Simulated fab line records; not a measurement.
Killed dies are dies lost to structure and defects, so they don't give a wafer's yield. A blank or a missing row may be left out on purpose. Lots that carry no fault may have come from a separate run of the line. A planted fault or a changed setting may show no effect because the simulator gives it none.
Chamber matching ; flow nand harc ; NHARC_P_STI_ETCH_15 on rie si-03: 4 sister chambers
The step etches the open film in HBr/Cl2, target depth 300 nm, time 100.1 s. 8 wafers are shown with their chamber, then 8 later ones without.

== EACH WAFER AND ITS CHAMBER ==
wafer;chamber;drypump motor current A (A);throttle valve pct (%)
L986.6;1;5.9;26.398
L987.3;2;6.0;26.406
L987.4;3;5.7;26.403
L987.5;0;5.3;26.413
L988.1;3;5.7;26.397
L988.2;0;5.2;26.418
L988.6;1;5.9;26.401
L989.1;2;6.0;26.405

== WAFERS MISSING THEIR CHAMBER ==
wafer;drypump motor current A (A);throttle valve pct (%)
L989.5;5.9;26.410
L989.6;5.2;26.410
L103.1;5.9;26.404
L103.3;5.3;26.394
L103.4;5.7;26.401
L104.1;5.9;26.407
L104.4;5.7;26.408
L104.5;5.7;26.402

== WHICH CHAMBER EACH WENT THROUGH ==
wafer;from the rows above;in truth
L989.5;can't be placed: 2 or 1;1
L989.6;0;0
L103.1;can't be placed: 1 or 2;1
L103.3;0;0
L103.4;3;3
L104.1;can't be placed: 1 or 2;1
L104.4;3;3
L104.5;3;3
Placed correctly: 5 of 8. Cannot be placed on the basis of these rows: 3; the candidates contain the true chamber in 3. Wrongly placed: 0.
How it was worked out, from the rows above alone: a wafer's distance from a chamber is the root of the sum, over the readings, of the square of ((its reading less the chamber's mean) divided by the reading's scatter). The wafer belongs to the nearest chamber; if the next one is less than 2 further off, it can't be placed. The mean given for a chamber averages the wafers shown for that chamber. The scatter is the square root of a quotient: the sum, over the shown wafers, of each reading's squared deviation from its chamber's mean, divided by wafers minus chambers.
